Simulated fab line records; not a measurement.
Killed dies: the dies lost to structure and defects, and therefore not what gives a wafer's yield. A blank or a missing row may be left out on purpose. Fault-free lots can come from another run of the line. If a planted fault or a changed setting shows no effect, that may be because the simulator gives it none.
fab line records | flow nandHarc
record: lots: 5 wafers: 15 lastDay: 33
route steps=1302 shown A_M0@1146 END@1302
lots with no fault: from the same line, run without faults
startH: hours from the record's first day to the start of the lot's first wafer shown | waitH: hours since the lot's step before | " unchanged from the row above | L1.1+2: one row covering several wafers at once | - no value present, or no start provided | * or withheld: withheld | < > ~ a bound
route shown NAME@n: NAME is a module with steps in the file, n the number in the route of the first one | usual: mean/standard deviation taken from wafers without a fault | same: alike in all rows | chamber/n: place in a boat | sites: each site's reading | _std_site: the values' standard deviation | _edge_site: mean of outer sites minus mean of inner sites | radiusMm: for every site, how far away it sits from the centre of the wafer | mask NAME#n: copy n | behind: the tool/chamber that last shaped the wafer | hold: reason for holding the lot/hours on hold/outcome of the hold | device: the transistor (n, p or np) that didn't switch | end of line: at the end of the route, the tests of the same wafers | a step given without rows: its recipe and nothing more | killed: the dies lost at the first sort to structure and to defects; this is not the yield of the wafer | map: a wafer's dies, marking killed ones x, the rest . and places with no die _
set.NAME: the run value of the setting; set.NAME@STEP: its run value at that earlier step | model.NAME: the simulator's own value behind a step, which no gauge read
a table for each step, a row for each wafer; lots at some steps of the route
services: the hour from which a tool's chamber was out of use, counted from the record's first day as startH (under 0 if before that day), plus the number of hours and why
== steps ==
step: NHARC_A_M0_DEVELOP_08
recipe: developTimeS: 35 devTempC: 23
step: NHARC_A_M0_CD_MEAS_09
recipe: targetCdNm: 80 landingEnergyEv: 500
usual: cdNm: 80.0/0.57
columns lot.wafer tool chamber startH waitH cdNm
L386.4 cdSem-03 0 535.27 - 80.8
L386.5 " 0 " " 80.5
L386.6 " 0 " " 80.1
L392.1 cdSem-03 0 563.79 - 81.0
L392.2 " 0 " " 80.2
L392.6 " 0 " " 79.9
L393.1 cdSem-02 0 583.70 - 79.2
L393.4 " 0 " " 80.4
L393.6 " 0 " " 79.3
L401.2 cdSem-02 0 656.69 - 80.6
L401.4 " 0 " " 80.6
L401.5 " 0 " " 80.3
L408.1 cdSem-01 0 737.10 - 80.5
L408.2 " 0 " " 80.6
L408.3 " 0 " " 80.4
step: NHARC_A_M0_OVL_MEAS_10
recipe: pitchNm: 160
usual: overlayXNm: 0.0/0.9 overlayYNm: -0.1/0.89
columns lot.wafer tool chamber startH waitH overlayXNm overlayYNm
L386.4 overlay-02 - 535.36 - 1.3 -1.0
L386.5 " - " " 1.7 -0.6
L386.6 " - " " 0.9 -1.3
L392.1 overlay-02 - 563.88 - -0.2 -0.3
L392.2 " - " " -0.3 0.2
L392.6 " - " " -0.8 -0.2
L393.1 overlay-02 - 583.79 - 1.0 -0.8
L393.4 " - " " 1.3 -0.9
L393.6 " - " " 1.5 -0.4
L401.2 overlay-01 - 656.77 - 0.1 -0.9
L401.4 " - " " -0.4 -0.5
L401.5 " - " " -0.6 -0.7
L408.1 overlay-01 - 737.19 - 0.4 1.2
L408.2 " - " " 0.4 1.6
L408.3 " - " " 0.1 1.1
step: NHARC_A_M0_INSPECT_11
usual: rawDefectCount: 81/40
columns lot.wafer tool chamber startH waitH rawDefectCount
L386.4 defectInspect-01 - 535.39 0.0 53
L386.5 " - " " 60
L386.6 " - " " 41
L392.1 defectInspect-01 - 563.91 0.0 92
L392.2 " - " " 106
L392.6 " - " " 95
L393.1 defectInspect-01 - 583.82 0.0 28
L393.4 " - " " 36
L393.6 " - " " 31
L401.2 defectInspect-02 - 656.81 0.0 50
L401.4 " - " " 61
L401.5 " - " " 52
L408.1 defectInspect-02 - 737.22 0.0 120
L408.2 " - " " 131
L408.3 " - " " 102
step: NHARC_A_M0_DESCUM_14
recipe: timeS: 3 o2FlowSccm: 200 arFlowSccm: 0 biasPowerW: 0 chemistry: O2
usual: drypumpMotorCurrentA: 5.6/0.41 oesProductAu: 1.003/0.01 rfVppV: 57.9/0.87 showerheadPlenumPTorr: 1.91/0.072 throttleValvePct: 11.310/0.0092
columns lot.wafer tool chamber startH waitH drypumpMotorCurrentA oesProductAu rfHoursCounterH rfVppV showerheadPlenumPTorr throttleValvePct
L386.4 rieDiel-10 1 535.46 0.1 5.3 1.005 5.9 59.0 1.87 11.318
L386.5 " 0 " " 5.4 0.998 - 56.6 1.79 11.306
L386.6 " 1 " " 5.3 1.006 - 57.9 1.87 11.300
L392.1 rieDiel-12 3 563.98 0.1 5.1 0.987 5.6 59.5 1.95 11.309
L392.2 " 2 " " 5.3 1.006 5.8 58.2 1.85 11.303
L392.6 " 2 " " 5.3 1.011 - 56.7 1.85 11.323
L393.1 rieDiel-12 0 583.88 0.1 5.1 1.010 4.6 57.9 1.98 11.323
L393.4 " 1 " " 6.0 1.001 6.6 59.6 1.93 11.299
L393.6 " 1 " " 6.0 1.010 - 59.9 1.93 11.303
L401.4 rieDiel-12 1 656.87 0.1 6.0 1.025 1.2 58.8 1.93 11.320
L401.2 " 3 " " 5.1 0.998 0.9 57.0 1.95 11.307
L401.5 " 2 " " 5.3 0.998 - 57.1 1.85 11.316
L408.3 rieDiel-12 3 737.28 0.1 5.1 1.007 4.7 57.9 1.95 11.310
L408.1 " 0 " " 5.1 1.015 4.0 59.5 1.98 11.295
L408.2 " 1 " " 5.9 1.014 5.3 57.7 1.93 11.299
step: NHARC_A_M0_ETCH_34
recipe: targetDepthA: 400 overetchA: 120 timeS: 43.94 ionEnergyEv: 200 n2FlowSccm: 150 h2FlowSccm: 150 arFlowSccm: 0 rfW: 400 biasW: 150 chemistry: N2/H2
usual: drypumpMotorCurrentA: 5.6/0.41 h2FlowSccm: 150.0/0.45 oesProductAu: 1.002/0.01 rfVppV: 430.6/2.3 showerheadPlenumPTorr: 2.04/0.079 throttleValvePct: 14.172/0.0087
columns lot.wafer tool chamber startH waitH drypumpMotorCurrentA h2FlowSccm oesProductAu rfHoursCounterH rfVppV showerheadPlenumPTorr throttleValvePct
L386.4 rieDiel-10 3 535.54 0.1 6.0 149.9 0.990 5.6 435.5 2.15 14.184
L386.5 " 2 " " 5.4 150.3 1.003 - 433.0 2.15 14.184
L386.6 " 3 " " 6.0 150.4 1.000 - 433.2 2.15 14.165
L392.1 rieDiel-12 1 564.08 0.1 6.0 150.0 1.003 5.7 432.6 2.06 14.174
L392.2 " 2 " " 5.3 149.6 1.006 5.8 429.4 1.97 14.166
L392.6 " 2 " " 5.3 149.9 1.013 - 429.2 1.97 14.170
L393.4 rieDiel-12 1 583.97 0.1 6.0 150.3 1.001 6.6 429.5 2.06 14.164
L393.1 " 3 " " 5.1 150.0 0.993 6.6 433.5 2.08 14.176
L393.6 " 2 " " 5.3 149.9 1.004 - 428.8 1.97 14.159
L401.2 rieDiel-12 3 656.96 0.1 5.1 150.4 1.009 0.9 432.9 2.08 14.182
L401.4 " 1 " " 6.0 149.9 1.018 1.2 431.0 2.06 14.161
L401.5 " 0 " " 5.1 149.3 1.016 - 432.3 2.11 14.178
L408.3 rieDiel-12 0 737.37 0.1 5.1 149.8 1.016 4.0 432.9 2.11 14.163
L408.1 " 2 " " 5.4 149.7 0.998 4.2 429.8 1.97 14.172
L408.2 " 3 " " 5.1 149.8 1.011 4.7 432.1 2.08 14.190
step: NHARC_A_M0_ETCH_15
recipe: targetDepthA: 1500 overetchA: 150 timeS: 82.5 c4f8FlowSccm: withheld arFlowSccm: 400 rfW: 600 biasW: 300 chemistry: C4F8/Ar
usual: oesProductAu: 0.948/0.025 rfVppV: 441.0/2.5
columns lot.wafer tool chamber startH waitH oesProductAu rfHoursCounterH rfVppV
L386.4 rieDiel-10 3 - - 0.967 5.7 444.2
L386.5 " 3 " " 0.972 - 441.4
L386.6 " 0 " " 0.956 - 437.7
L392.2 rieDiel-12 3 - - 0.919 5.6 442.5
L392.1 " 1 " " 0.941 5.8 440.8
L392.6 " 2 " " 0.933 - 439.9
L393.1 rieDiel-12 0 - - 0.939 4.6 442.6
L393.4 " 2 " " 0.971 6.8 439.9
L393.6 " 0 " " 0.952 - 442.2
L401.4 rieDiel-12 3 - - 0.924 0.9 442.0
L401.2 " 0 " " 0.944 1.0 443.0
L401.5 " 1 " " 0.937 - 441.4
L408.3 rieDiel-12 2 - - 0.928 4.2 439.0
L408.2 " 0 " " 0.935 4.0 441.7
L408.1 " 1 " " 0.944 5.3 441.0
step: NHARC_A_M0_CD_MEAS_16
usual: cdNm: 80.0/0.85
columns lot.wafer tool chamber startH waitH cdNm
L386.4 cdSem-03 - 535.76 - 80.0
L386.5 " - " " 81.0
L386.6 " - " " 79.6
L392.1 cdSem-02 - 564.32 - 81.9
L392.2 " - " " 78.9
L392.6 " - " " 78.5
L393.1 cdSem-01 - 584.18 - 79.1
L393.4 " - " " 80.9
L393.6 " - " " 79.4
L401.2 cdSem-02 - 657.17 - 80.4
L401.4 " - " " 80.9
L401.5 " - " " 81.3
L408.1 cdSem-02 - 737.58 - 79.9
L408.2 " - " " 81.1
L408.3 " - " " 80.8
step: NHARC_A_M0_STRIP_18
recipe: powerW: 1000 n2FlowSccm: 150 h2FlowSccm: 150 arFlowSccm: 0 biasW: 0 chemistry: N2/H2
usual: drypumpMotorCurrentA: 5.6/0.43 h2FlowSccm: 150.1/0.44 oesProductAu: 1.002/0.0093 rfVppV: 90.8/0.92 showerheadPlenumPTorr: 2.05/0.072 throttleValvePct: 14.171/0.0086
columns lot.wafer tool chamber startH waitH drypumpMotorCurrentA h2FlowSccm oesProductAu rfHoursCounterH rfVppV showerheadPlenumPTorr throttleValvePct
L386.4 rieDiel-10 1 535.90 0.1 5.3 149.9 1.003 5.9 90.7 1.99 14.176
L386.5 " 2 " " 5.4 149.6 1.009 - 91.8 2.15 14.182
L386.6 " 3 " " 6.0 150.7 1.002 - 91.4 2.15 14.166
L392.2 rieDiel-10 1 564.39 0.1 5.3 150.0 0.992 8.8 91.7 1.99 14.161
L392.1 " 2 " " 5.4 150.5 1.000 9.2 92.3 2.15 14.176
L392.6 " 1 " " 5.3 149.4 0.990 - 91.4 1.99 14.178
L393.4 rieDiel-12 2 584.28 0.1 5.4 149.7 1.008 6.8 89.6 1.97 14.167
L393.1 " 0 " " 5.2 150.2 1.015 4.7 90.1 2.11 14.181
L393.6 " 2 " " 5.3 149.8 1.008 - 90.1 1.97 14.178
L401.4 rieDiel-04 2 657.25 0.1 6.4 149.3 0.990 5.8 92.1 2.12 14.171
L401.2 " 0 " " 5.9 150.3 0.996 8.0 90.0 2.01 14.179
L401.5 " 3 " " 5.9 149.4 0.984 - 90.8 2.02 14.176
L408.1 rieDiel-12 1 737.66 0.1 6.0 149.1 1.018 5.4 90.9 2.06 14.157
L408.2 " 2 " " 5.3 149.6 1.000 4.2 91.1 1.97 14.164
L408.3 " 0 " " 5.2 150.5 1.011 4.0 91.0 2.11 14.176
step: NHARC_A_M0_STRIP_19
recipe: timeS: 600 tempC: 30 chemistry: postEtchResidueRemover
step: NHARC_A_M0_DEGAS_28
recipe: tempC: 250 timeS: 60
step: NHARC_A_M0_PRE_CLEAN_29
recipe: timeS: 30 tempC: 280 gas: H2/He
usual: heaterPowerW: 398/32
columns lot.wafer tool chamber startH waitH heaterPowerW
L386.4 pvdSputter-03 - - - 430
L386.5 " - " " 448
L386.6 " - " " 444
L392.2 pvdSputter-02 - - - 342
L392.1 " - " " 414
L392.6 " - " " 345
L393.4 pvdSputter-02 - - - 349
L393.1 " - " " 393
L393.6 " - " " 398
L401.4 pvdSputter-03 - - - 364
L401.2 " - " " 441
L401.5 " - " " 443
L408.3 pvdSputter-01 - - - 396
L408.2 " - " " 340
L408.1 " - " " 403
step: NHARC_A_M0_PVD_20
recipe: targetThkA: 50 biasV: 168.6 powerW: 15000 chamberPressurePa: 0.12 timeS: 8.06 substrateTempC: 50 material: TaN
usual: cathodeDcPowerW: 15000/2.8 throttleValvePct: 29.7/0.93 timeS: 8.06/0
columns lot.wafer tool chamber startH waitH cathodeDcPowerW throttleValvePct timeS
L386.4 pvdSputter-03 - 536.50 - 14998 29.5 8.06
L386.5 " - " " 14999 28.4 8.06
L386.6 " - " " 15007 29.3 8.06
L392.1 pvdSputter-02 - 565.05 - 14999 30.9 8.06
L392.2 " - " " 15002 30.5 8.06
L392.6 " - " " 15003 29.8 8.06
L393.4 pvdSputter-02 - 584.92 - 15001 30.2 8.06
L393.1 " - " " 15001 30.9 8.06
L393.6 " - " " 14997 30.0 5.9663
L401.4 pvdSputter-03 - 657.92 - 15001 28.6 8.06
L401.2 " - " " 15001 29.6 8.06
L401.5 " - " " 14996 28.7 8.06
L408.2 pvdSputter-01 - 738.33 - 15001 29.9 8.06
L408.3 " - " " 15000 30.7 8.06
L408.1 " - " " 15002 27.4 8.06
step: NHARC_A_M0_PVD_21
recipe: targetThkA: 300 chamberPressurePa: 5 powerW: 5000 substrateTempC: 30 timeS: 20.49 material: Cu
step: NHARC_END_SORT_01
recipe: tempC: 25
usual: defectLimitedYield: 91/3.4 killedAtArray: 55/23 killedAtOther: 1.0/1.2 killedAtPeriphery: 3.2/2.7 killedDies: 59/23 killedOpen: 3.1/1.6 killedShort: 2.2/1.5
same: grossDies: 677
columns lot.wafer tool chamber startH waitH defectLimitedYield[%] killedAtArray killedAtOther killedAtPeriphery killedDies killedOpen killedShort
L401.2 prober-01 0 695.55 2.8 93 41 2 2 45 3 5
L401.4 prober-01 0 697.16 3.4 93 46 2 1 49 2 1
L401.5 prober-01 0 697.97 3.7 94 33 2 5 40 3 2
killed by level:class
L401.2 A_CHANNEL_HOLE_D2:chamberFilmFlake=18 A_CHANNEL_HOLE_D1:chamberFilmFlake=6 A_SLIT:chamberFilmFlake=6 A_WL_FILL:geometricParticle:short=2 A_STAIRCASE:chamberFilmFlake=2 P_M1:geometricParticle:short=1 A_ONON_D1:geometricParticle:open=1 A_CHANNEL_HOLE_D1:geometricParticle:short=1
L401.4 A_CHANNEL_HOLE_D2:chamberFilmFlake=21 A_CHANNEL_HOLE_D1:chamberFilmFlake=9 A_SLIT:chamberFilmFlake=5 A_CONTACT:chamberFilmFlake=3 THIN_TSV:chamberFilmFlake=2 A_ONON_D1:geometricParticle:open=1 A_DECK1_JOINT:geometricParticle:open=1 A_WL_FILL:geometricParticle:short=1
L401.5 A_CHANNEL_HOLE_D2:chamberFilmFlake=19 A_CHANNEL_HOLE_D1:chamberFilmFlake=4 A_CONTACT:chamberFilmFlake=4 THIN_TSV:chamberFilmFlake=2 P_GATE:geometricParticle:open=1 P_M0:geometricParticle:open=1 A_CHANNEL_FILL_D2:geometricParticle:short=1 A_CHANNEL_FILL_D2:geometricParticle:open=1
== services ==
columns tool chamber startH hours kind
rieDiel-10 - 512.27 0.4 repair
pvdSputter-03 - 526.00 10.0 pm
rieDiel-12 0 527.97 - clean
rieDiel-12 1 527.97 - clean
rieDiel-12 2 527.97 - clean
rieDiel-12 3 527.97 - clean
rieDiel-04 - 531.95 9.0 pm
pvdSputter-01 - 533.44 1.6 repair
rieDiel-12 0 559.66 18.4 repair
rieDiel-12 2 568.13 2.6 repair
pvdSputter-01 - 582.00 10.0 pm
rieDiel-10 - 596.50 9.0 pm
rieDiel-12 3 614.61 3.4 repair
rieDiel-10 1 615.14 6.6 repair
rieDiel-12 - 622.43 9.0 pm
rieDiel-04 1 628.80 5.8 repair
pvdSputter-02 - 638.03 10.0 pm
rieDiel-12 2 657.69 8.7 repair
rieDiel-10 1 657.80 6.8 repair
rieDiel-10 2 660.25 1.7 repair
pvdSputter-03 - 704.00 10.0 pm
rieDiel-04 - 708.95 9.0 pm
rieDiel-12 0 715.52 6.5 repair
pvdSputter-01 - 724.19 2.4 repair
== key ==
firstSign: step: NHARC_A_M0_PVD_20 reading: timeS direction: down sigmas: 99+ usual: * struck: *
effect none on later readings
metAt NHARC_A_M0_PVD_20
struckWafers L393.6
onsetBetween 565.05 584.92
fault: kind: processParameterDrift tool: pvdSputter-02 chamber: - onsetH: 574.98 steps: NHARC_A_M0_PVD_20 channel: timeS offset: * shape: step endH: 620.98 scope: struckWafersOnly actsIn: * stated: *
